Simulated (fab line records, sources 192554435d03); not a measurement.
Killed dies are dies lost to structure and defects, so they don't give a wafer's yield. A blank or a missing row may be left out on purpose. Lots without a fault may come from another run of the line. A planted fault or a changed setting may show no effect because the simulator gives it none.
A struck lot beside a sound one | flow n5_finfet | 16 steps out of a route of 1938
Sound: wafers L494.2, L494.4, L494.5. Struck: wafer L505.5. (L505.3 of the same lot was not struck and is left out.) The cause comes at the end.
At each step with rows: each side's tool, then ch and its chambers, then its first start. Under that, the readings that differ: sound wafers | struck wafers | difference of the means | sigmas: that difference in standard deviations of wafers without a fault.
alike: readings whose means differ by less than 2 such deviations, and words and numbers that are the same on both sides. not compared: withheld readings, readings that some wafer has no value for, bounds like >300 that may hide the same value, and numbers for which the record gives no deviation and whose values overlap.
The two part at a step that has a row with sigmas, a row that says differs or no value, or rows on one side only. Numbers that don't overlap but have no deviation are shown without sigmas and don't part them. A reading that every wafer of one side lacks parts them only if that side has two wafers or more.

N5_BEOL_M1_DESCUM_33: chemistry O2, time 7 s.
  sound on rie_diel-06 ch 0,1,2, day 7 19:19; struck on rie_diel-06 ch 1, day 10 17:36
  alike: drypump_motor_current_A, oes_product_au, rf_vpp_V, showerhead_plenum_p_Torr, throttle_valve_pct
  not compared: rf_hours_counter_h
then, 3 steps without rows for these wafers: N5_BEOL_M1_ETCH_77 (etches underlayer in N2/H2, target depth 6.5 nm, time 5.2 s); N5_BEOL_M1_ETCH_69 (etches SiARC in CF4, target depth 15.6 nm, time 26 s); N5_BEOL_M1_ALD_98 (deposits SiO2, target thk 2.5 nm, pulse time 1 s, co reactant pulse time 1 s).
N5_BEOL_M1_ETCHBACK_99: etches SiO2 in CHF3, target depth 5 nm, time 10.4 s.
  sound on rie_diel-01 ch 1,3, day 8 07:36; struck on rie_diel-01 ch 3, day 10 19:31
  alike: drypump_motor_current_A, oes_product_au, rf_vpp_V, showerhead_plenum_p_Torr, throttle_valve_pct
  not compared: rf_hours_counter_h
N5_BEOL_M1_ETCH_70: etches SOC in N2/H2, target depth 80 nm, overetch 16 nm, time 120 s.
  sound on rie_diel-01 ch 1,3, day 8 07:38; struck on rie_diel-01 ch 3, day 10 19:33
  alike: drypump_motor_current_A, h2_flow_sccm, oes_product_au, rf_vpp_V, showerhead_plenum_p_Torr, throttle_valve_pct
  not compared: rf_hours_counter_h
then, 2 steps without rows for these wafers: N5_BEOL_M1_STRIP_71 (strips in N2/H2); N5_BEOL_M1_STRIP_78 (strips in N2/H2).
N5_BEOL_M1_VIA_ETCH_34: etches the open film in C4F6/O2, target depth 67.8 nm, time 64.4 s.
  sound on rie_diel-01 ch 1,3, day 8 07:44; struck on rie_diel-01 ch 3, day 10 19:39
  alike: C4F6_flow_sccm, drypump_motor_current_A, oes_product_au, rf_vpp_V, showerhead_plenum_p_Torr, throttle_valve_pct
  not compared: rf_hours_counter_h
then, 2 steps without rows for these wafers: N5_BEOL_M1_STRIP_83 (strips in C4F6/O2); N5_BEOL_M1_STRIP_36 (strips in N2/H2).
N5_BEOL_M1_TRENCH_ETCH_37: etches SiOC in C4F6/O2, target depth 55.207 nm, time 29 s.
  sound on rie_diel-01 ch 1,3; struck on rie_diel-01 ch 3
  alike: C4F6_flow_sccm, drypump_motor_current_A, oes_product_au, rf_vpp_V, showerhead_plenum_p_Torr, throttle_valve_pct
  not compared: rf_hours_counter_h
N5_BEOL_M1_ETCH_41: etches SiCN in CH3F/O2, target depth 31.9 nm, time 57.8 s.
  sound on rie_diel-01 ch 1,3, day 8 07:52; struck on rie_diel-01 ch 3, day 10 19:47
  reading                  | sound             | struck | difference | sigmas
  oes_product_au (a.u.)    | 0.88 0.72 0.88    | 1.15   | +0.32      | +4
  model.etch.depth_nm (nm) | 21.83 21.89 21.83 | 33.89  | +12.04     |
  alike: drypump_motor_current_A, rf_vpp_V, showerhead_plenum_p_Torr, throttle_valve_pct
  not compared: rf_hours_counter_h
then, 1 step without rows for these wafers: N5_BEOL_M1_STRIP_97 (strips in N2/H2, time 10 s).
-- the record jumps here: 2 days lie between the struck wafers' starts before and after (it left off in module BEOL_M1 and takes up again in module BEOL_M4, whose first step shown is number 1111 of the route) --
N5_BEOL_M4_RC_MEAS_101:
  sound on prober-02 ch 0, day 10 10:37; struck on prober-02 ch 0, day 13 05:27
  reading        | sound          | struck | difference | sigmas
  IOFF_P (nA/um) | 0.19 0.27 0.18 | 0.29   | +0.08      | +2
  alike: DIBL_N, DIBL_P, IOFF_N, ION_N, ION_P, SS_N, SS_P, VT_N, VT_P
then, 1 step without rows for these wafers: N5_PASSIVATION_PROBE_49.

WHERE THEY PART
First at N5_BEOL_M1_ETCH_41; last, within this record, at N5_BEOL_M4_RC_MEAS_101.

WHY: what the simulator had put in
Process parameter drift: rie_diel-01, from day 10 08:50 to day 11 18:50, at N5_BEOL_M1_ETCH_41. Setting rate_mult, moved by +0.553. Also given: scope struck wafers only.
